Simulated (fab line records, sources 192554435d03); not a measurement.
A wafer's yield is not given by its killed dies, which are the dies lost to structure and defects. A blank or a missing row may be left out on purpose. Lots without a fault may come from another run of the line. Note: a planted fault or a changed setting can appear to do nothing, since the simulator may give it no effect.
Split-lot experiment || flow n5_finfet || route with 1938 steps; 7 lots, 21 wafers read

THE SPLIT
At N5_BEOL_M6_DEP_56 (deposits SiCN from 3MS/NH3, target thk 10 nm, time 17.5 s), the setting time_s was moved away from the recipe's 17.5 s on 11 of the 21 wafers read, by -13.5% to +9.6%. The other wafers ran this setting at the recipe's value.

The reading is taken at the split's own step.

THE READING
SiCN_of_BEOL_M6_DEP_56.thk_nm (the simulator's own value, which no gauge read), in nm, at N5_BEOL_M6_DEP_56 (deposits SiCN from 3MS/NH3, target thk 10 nm, time 17.5 s). There is no usual value for it anywhere in the file. The 10 wafers here that ran the recipe average 10.0 nm, standard deviation 0.21 nm.

{"wafer": "L074.4", "tool, chamber at the split": "pecvd-02, 0", "time_s as run, s": 19.18, "against the recipe": "+9.6%", "SiCN_of_BEOL_M6_DEP_56.thk_nm, nm": 10.6, "against lot-mates on the recipe": "+0.6"}
{"wafer": "L074.5", "tool, chamber at the split": "pecvd-02, 2", "time_s as run, s": 19.18, "against the recipe": "+9.6%", "SiCN_of_BEOL_M6_DEP_56.thk_nm, nm": 10.8, "against lot-mates on the recipe": "+0.8"}
{"wafer": "L074.6", "tool, chamber at the split": "pecvd-02, 1", "time_s as run, s": 17.5, "against the recipe": "recipe", "SiCN_of_BEOL_M6_DEP_56.thk_nm, nm": 10, "against lot-mates on the recipe": "-"}
{"wafer": "L075.2", "tool, chamber at the split": "pecvd-02, 2", "time_s as run, s": 15.5, "against the recipe": "-11.4%", "SiCN_of_BEOL_M6_DEP_56.thk_nm, nm": 9.2, "against lot-mates on the recipe": -1.2}
{"wafer": "L075.3", "tool, chamber at the split": "pecvd-02, 2", "time_s as run, s": 15.5, "against the recipe": "-11.4%", "SiCN_of_BEOL_M6_DEP_56.thk_nm, nm": 9.2, "against lot-mates on the recipe": -1.2}
{"wafer": "L075.4", "tool, chamber at the split": "pecvd-02, 1", "time_s as run, s": 17.5, "against the recipe": "recipe", "SiCN_of_BEOL_M6_DEP_56.thk_nm, nm": 10.4, "against lot-mates on the recipe": "-"}
{"wafer": "L084.3", "tool, chamber at the split": "pecvd-02, 2,1", "time_s as run, s": 17.5, "against the recipe": "recipe", "SiCN_of_BEOL_M6_DEP_56.thk_nm, nm": 10, "against lot-mates on the recipe": "-"}
{"wafer": "L084.6", "tool, chamber at the split": "pecvd-02, 2,1", "time_s as run, s": 17.5, "against the recipe": "recipe", "SiCN_of_BEOL_M6_DEP_56.thk_nm, nm": 10, "against lot-mates on the recipe": "-"}
{"wafer": "L084.5", "tool, chamber at the split": "pecvd-02, 0", "time_s as run, s": 17.5, "against the recipe": "recipe", "SiCN_of_BEOL_M6_DEP_56.thk_nm, nm": 9.6, "against lot-mates on the recipe": "-"}
{"wafer": "L088.1", "tool, chamber at the split": "pecvd-03, 1", "time_s as run, s": 17.5, "against the recipe": "recipe", "SiCN_of_BEOL_M6_DEP_56.thk_nm, nm": 9.8, "against lot-mates on the recipe": "-"}
{"wafer": "L088.3", "tool, chamber at the split": "pecvd-03, 1", "time_s as run, s": 15.13, "against the recipe": "-13.5%", "SiCN_of_BEOL_M6_DEP_56.thk_nm, nm": 8.8, "against lot-mates on the recipe": -1.0}
{"wafer": "L088.5", "tool, chamber at the split": "pecvd-03, 1", "time_s as run, s": 15.13, "against the recipe": "-13.5%", "SiCN_of_BEOL_M6_DEP_56.thk_nm, nm": 8.6, "against lot-mates on the recipe": -1.2}
{"wafer": "L091.1", "tool, chamber at the split": "pecvd-03, 1", "time_s as run, s": 16.4, "against the recipe": "-6.3%", "SiCN_of_BEOL_M6_DEP_56.thk_nm, nm": 9.2, "against lot-mates on the recipe": -0.8}
{"wafer": "L091.2", "tool, chamber at the split": "pecvd-03, 2", "time_s as run, s": 17.5, "against the recipe": "recipe", "SiCN_of_BEOL_M6_DEP_56.thk_nm, nm": 10, "against lot-mates on the recipe": "-"}
{"wafer": "L091.5", "tool, chamber at the split": "pecvd-03, 0", "time_s as run, s": 16.4, "against the recipe": "-6.3%", "SiCN_of_BEOL_M6_DEP_56.thk_nm, nm": 9.4, "against lot-mates on the recipe": -0.6}
{"wafer": "L093.1", "tool, chamber at the split": "pecvd-02, 2,0", "time_s as run, s": 18.33, "against the recipe": "+4.7%", "SiCN_of_BEOL_M6_DEP_56.thk_nm, nm": 10.4, "against lot-mates on the recipe": "+0.2"}
{"wafer": "L093.2", "tool, chamber at the split": "pecvd-02, 2,0", "time_s as run, s": 18.33, "against the recipe": "+4.7%", "SiCN_of_BEOL_M6_DEP_56.thk_nm, nm": 10.4, "against lot-mates on the recipe": "+0.2"}
{"wafer": "L093.5", "tool, chamber at the split": "pecvd-02, 2", "time_s as run, s": 17.5, "against the recipe": "recipe", "SiCN_of_BEOL_M6_DEP_56.thk_nm, nm": 10.2, "against lot-mates on the recipe": "-"}
{"wafer": "L097.4", "tool, chamber at the split": "pecvd-03, 1", "time_s as run, s": 15.9, "against the recipe": "-9.1%", "SiCN_of_BEOL_M6_DEP_56.thk_nm, nm": 9.2, "against lot-mates on the recipe": -0.9}
{"wafer": "L097.5", "tool, chamber at the split": "pecvd-03, 0", "time_s as run, s": 17.5, "against the recipe": "recipe", "SiCN_of_BEOL_M6_DEP_56.thk_nm, nm": 10, "against lot-mates on the recipe": "-"}
{"wafer": "L097.6", "tool, chamber at the split": "pecvd-03, 2", "time_s as run, s": 17.5, "against the recipe": "recipe", "SiCN_of_BEOL_M6_DEP_56.thk_nm, nm": 10.2, "against lot-mates on the recipe": "-"}
Rows listing several chambers each stand for several wafers; the file does not say which wafer went through which chamber.

FIT RESULTS
A straight line over all 21 wafers: SiCN_of_BEOL_M6_DEP_56.thk_nm changes by +0.0844 nm for each +1% of time_s; r = +0.95; the points scatter about the line by 0.19 nm.
The same after taking each lot's own level away (the mean of its wafers on the recipe; 21 wafers): +0.0849 nm for each +1%; r = +0.97; scatter 0.14 nm.
On that fit, the largest move of time_s shifts the reading by 1.2 nm.
Measured against the standard deviation above, the lots' own levels, which go from 9.80 to 10.40 nm, span 2.9 times it.
Consequently the slope shifts little with the lot-to-lot level, the two slopes agreeing.
Check: for one of the wafers moved furthest among these (-13.5%), held out of the fit, the line's prediction against its lot-mates is -1.27 nm. Against them it came out at -1 nm.

FURTHER SPLITS ON THESE WAFERS
Other splits were also applied to these wafers ahead of the reading. Each is held against what the fit with the lots' levels taken away leaves over:
{"other split on the same wafers": "N5_BEOL_M3_COAT_22 spin_rpm", "wafers away from the commonest value": 9, "r with SiCN_of_BEOL_M6_DEP_56.thk_nm (lot level and that fit taken away)": "+0.27"}
{"other split on the same wafers": "N5_BEOL_M4_COAT_76 spin_rpm", "wafers away from the commonest value": 6, "r with SiCN_of_BEOL_M6_DEP_56.thk_nm (lot level and that fit taken away)": "+0.02"}
{"other split on the same wafers": "N5_BEOL_M4_EXPOSE_25 dose_mj", "wafers away from the commonest value": 6, "r with SiCN_of_BEOL_M6_DEP_56.thk_nm (lot level and that fit taken away)": -0.14}
{"other split on the same wafers": "N5_BEOL_M5_PECVD_70 time_s", "wafers away from the commonest value": 5, "r with SiCN_of_BEOL_M6_DEP_56.thk_nm (lot level and that fit taken away)": "+0.12"}
{"other split on the same wafers": "N5_BEOL_M5_COAT_60 spin_rpm", "wafers away from the commonest value": 8, "r with SiCN_of_BEOL_M6_DEP_56.thk_nm (lot level and that fit taken away)": -0.05}
{"other split on the same wafers": "N5_BEOL_M6_ALD_77 ald_cycles", "wafers away from the commonest value": 11, "r with SiCN_of_BEOL_M6_DEP_56.thk_nm (lot level and that fit taken away)": -0.02}

THE FILE'S OWN FIT
SiCN_of_BEOL_M6_DEP_56.thk_nm changes by +0.0886 nm for each +1% of time_s, r = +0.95.
